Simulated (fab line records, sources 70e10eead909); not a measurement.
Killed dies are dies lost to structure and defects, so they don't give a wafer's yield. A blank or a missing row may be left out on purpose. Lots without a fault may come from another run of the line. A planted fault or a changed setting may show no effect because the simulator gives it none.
Which tool did it? | flow nand_harc | 13 lots, 39 wafers sampled, at 5 steps of a route of 1302

WHAT THE GAUGES READ, wafer by wafer
NHARC_END_SORT_01.
lot  | measured     | on        | defect_limited_yield (%) | killed_at_array | killed_at_other | killed_at_periphery | killed_dies | killed_open | killed_short | sort_bin_2_pct (%) | sort_bin_3_pct (%) | sort_bin_4_pct (%) | sort_n_pass | sort_rim_yield_pct (%) | sort_yield_pct (%)
L838 | day 24 23:59 | prober-02 | 89.5 91.4 92.3           | 65 52 47        | 0 3 0           | 6 3 5               | 71 58 52    | 4 3 3       | 4 1 2        | 4.0 3.2 3.7        | 0.6 0.7 0.6        | 5.9 4.6 3.4        | 606 619 625 | 99 89 96               | 89.5 91.4 92.3
L842 | day 27 02:43 | prober-01 | 92.0 86.9 91.9           | 49 89 51        | 2 0 1           | 3 0 3               | 54 89 55    | 5 2 1       | 2 1 2        | 2.8 4.9 3.0        | 0.7 1.2 0.3        | 4.4 7.1 4.9        | 623 588 622 | 82 94 78               | 92.0 86.9 91.9
L846 | day 29 02:55 | prober-02 | 90.5 90.4 92.8           | 55 59 40        | 1 2 0           | 8 4 9               | 64 65 49    | 1 2 1       | 1 1 1        | 3.2 3.4 1.9        | 0.7 0.4 0.6        | 5.5 5.8 4.7        | 613 612 628 | 83 91 88               | 90.5 90.4 92.8
L847 | day 29 02:52 | prober-01 | 95.4 95.9 95.6           | 17 20 22        | 2 4 1           | 12 4 7              | 31 28 30    | 3 2 2       | 2 2 3        | 0.9 1.0 1.5        | 0.1 0.1 0          | 3.5 3.0 3.0        | 646 649 647 | 95 99 89               | 95.4 95.9 95.6
L857 | day 33 03:14 | prober-02 | 0 87.4 0                 | 70 73 71        | 1 4 4           | 606 8 602           | 677 85 677  | 1 5 5       | 3 4 3        | 93.1 3.8 92.2      | 0.4 1.3 0.1        | 6.5 7.4 7.7        | 0 592 0     | 0 87 0                 | 0 87.4 0
L858 | day 33 19:44 | prober-01 | 0 0 89.5                 | 62 65 69        | 0 0 0           | 615 612 2           | 677 677 71  | 3 4 4       | 2 0 4        | 95.1 93.8 3.7      | 1.8 1.0 1.3        | 3.1 5.2 5.5        | 0 0 606     | 0 0 91                 | 0 0 89.5

WHICH TOOL RAN EACH LOT (tool, then ch and the chambers of the sampled wafers, then the start)
lot  | NHARC_P_BONDPAD_ECD_18         | NHARC_A_BONDPAD_CMP_19        | NHARC_THIN_TSV_ANNEAL_52         | NHARC_THIN_TSV_CMP_21
L836 | ecd_cu-01 ch 0,1, day 7 01:47  | cmp-01 ch 0,1,2, day 23 08:34 | rtp_anneal-02 ch 0, day 24 01:18 | cmp-03 ch 0,1,3, day 24 01:44
L838 | ecd_cu-02 ch 0, day 8 03:09    | cmp-04 ch 1,3, day 23 22:02   | rtp_anneal-02 ch 0, day 24 12:08 | cmp-03 ch 0,3, day 24 12:26
L839 | ecd_cu-02 ch 0,1, day 8 06:47  | cmp-03 ch 0,1,2, day 23 23:56 | rtp_anneal-01 ch 0, day 24 22:11 | cmp-02 ch 0,1,3, day 24 22:32
L842 | ecd_cu-02 ch 0,1, day 9 16:47  | cmp-04 ch 2,3, day 25 20:45   | rtp_anneal-02 ch 0, day 26 13:32 | cmp-02 ch 0,1, day 26 13:43
L845 | ecd_cu-01 ch 0,1, day 10 20:34 | cmp-04 ch 0,1,2, day 27 07:53 | rtp_anneal-01 ch 0, day 28 03:07 | cmp-01 ch 0,1,2, day 28 03:28
L846 | ecd_cu-01 ch 0,1, day 11 05:41 | cmp-01 ch 1,2,3, day 27 20:15 | rtp_anneal-02 ch 0, day 28 15:11 | cmp-01 ch 1,2, day 28 15:32
L847 | ecd_cu-02 ch 0,1, day 11 13:10 | cmp-01 ch 0,1,2, day 28 00:56 | rtp_anneal-02 ch 0, day 28 17:36 | cmp-03 ch 0,1,2, day 28 18:00
L849 | ecd_cu-02 ch 0,1, day 12 22:21 | cmp-04 ch 0,2,3, day 28 19:29 | rtp_anneal-01 ch 0, day 29 10:38 | cmp-03 ch 1,3, day 29 10:53
L850 | ecd_cu-02 ch 0,1, day 12 23:04 | cmp-04 ch 0,2,3, day 28 17:44 | rtp_anneal-01 ch 0, day 29 11:37 | cmp-03 ch 1,2,3, day 29 11:58
L851 | ecd_cu-02 ch 0,1, day 14 00:12 | cmp-04 ch 1,2,3, day 29 18:03 | rtp_anneal-01 ch 0, day 30 12:03 | cmp-03 ch 2,3, day 30 12:23
L856 | ecd_cu-01 ch 0,1, day 15 16:49 | cmp-04 ch 0,2,3, day 31 21:16 | rtp_anneal-01 ch 0, day 32 16:49 | cmp-02 ch 2,3, day 32 17:07
L857 | ecd_cu-02 ch 0,1, day 15 21:14 | cmp-04 ch 3, day 31 22:34     | rtp_anneal-02 ch 0, day 32 15:56 | cmp-01 ch 2, day 32 16:19
L858 | ecd_cu-02 ch 0,1, day 15 22:31 | cmp-03 ch 3, day 32 10:27     | rtp_anneal-01 ch 0, day 33 03:28 | cmp-01 ch 0, day 33 03:40
- NHARC_P_BONDPAD_ECD_18: material Cu, target thk 400 nm.
- NHARC_A_BONDPAD_CMP_19: polishes, t overpolish 30 s, cu recess touch 16 s, target thk 169.82 nm.
- NHARC_THIN_TSV_ANNEAL_52: time 90 s.
- NHARC_THIN_TSV_CMP_21: polishes, t overpolish 30 s, target thk 2000 nm.

WHAT THE TOOLS THEMSELVES READ (means of the sampled wafers that have a number; where no wafer has one, the mark that the record gives instead)
NHARC_A_BONDPAD_CMP_19.
lot  | tool   | motor_current_A (A) | overpolish_run_s (s)
L836 | cmp-01 | 13.1                | 29.992
L838 | cmp-04 | 12.4                | 30.002
L839 | cmp-03 | 12.6                | 30.000
L842 | cmp-04 | 12.7                | 29.999
L845 | cmp-04 | 12.5                | 30.003
L846 | cmp-01 | 12.8                | 30.000
L847 | cmp-01 | 13.1                | 29.995
L849 | cmp-04 | 12.5                | 30.000
L850 | cmp-04 | 12.9                | 30.000
L851 | cmp-04 | 12.6                | 29.996
L856 | cmp-04 | 13.1                | 30.006
L857 | cmp-04 | 12.4                | 29.998
L858 | cmp-03 | 10.8                | 29.990

NHARC_THIN_TSV_ANNEAL_52.
lot  | tool          | wafer_temp_C_max
L836 | rtp_anneal-02 | 225.51
L838 | rtp_anneal-02 | 225.75
L839 | rtp_anneal-01 | 226.16
L842 | rtp_anneal-02 | 226.04
L845 | rtp_anneal-01 | 225.80
L846 | rtp_anneal-02 | 225.53
L847 | rtp_anneal-02 | 226.07
L849 | rtp_anneal-01 | 225.89
L850 | rtp_anneal-01 | 226.48
L851 | rtp_anneal-01 | 226.11
L856 | rtp_anneal-01 | 225.86
L857 | rtp_anneal-02 | 225.84
L858 | rtp_anneal-01 | 225.96

NHARC_THIN_TSV_CMP_21.
lot  | tool   | motor_current_A (A) | overpolish_run_s (s)
L836 | cmp-03 | 12.8                | 29.995
L838 | cmp-03 | 12.6                | 30.000
L839 | cmp-02 | 13.3                | 29.999
L842 | cmp-02 | 12.4                | 29.997
L845 | cmp-01 | 13.2                | 30.007
L846 | cmp-01 | 13.8                | 30.007
L847 | cmp-03 | 12.9                | 30.002
L849 | cmp-03 | 11.8                | 29.995
L850 | cmp-03 | 11.8                | 30.001
L851 | cmp-03 | 10.8                | 30.003
L856 | cmp-02 | 12.3                | 29.995
L857 | cmp-01 | 13.4                | 29.990
L858 | cmp-01 | 11.3                | 29.998

THE ANSWER, worked out from the rows above alone
Rule: what is usual is taken from the lots themselves. Put in order of their means at a reading, lots are off if they are a third of the lots or fewer, leave a main group of 4 or more, and stand apart from it by a gap of 3 or more times the standard deviation of the main group's means; of several such gaps the widest counts. A main group whose means are all the same, to the digits that the tables above print for the reading, isn't used. A lot without any number at a reading at which 4 lots or more have one is off too. The other lots that the step has rows for count as sound. The gauges are gone through in route order, then the tools' own readings, and for those a lot's mean is taken as printed above. The first step at which some lot is off is used, and at that step the reading that is off furthest; a lot without a number counts as furthest.
Off: L857, L858, at NHARC_END_SORT_01 (killed_at_periphery). The main group: mean 5.3, standard deviation 2.2. Neither off nor sound, because the step has no rows for them: L836, L839, L845, L849, L850, L851, L856.
A tool fits if, at a process step before that reading, it ran every lot that is off, and no sound lot after the first of them. The gauges at NHARC_END_SORT_01 are tried like those tools. Can't be told from this: 2 tools fit, ecd_cu-02 at NHARC_P_BONDPAD_ECD_18, cmp-01 at NHARC_THIN_TSV_CMP_21.

WHAT THE SIMULATOR HAD PUT IN
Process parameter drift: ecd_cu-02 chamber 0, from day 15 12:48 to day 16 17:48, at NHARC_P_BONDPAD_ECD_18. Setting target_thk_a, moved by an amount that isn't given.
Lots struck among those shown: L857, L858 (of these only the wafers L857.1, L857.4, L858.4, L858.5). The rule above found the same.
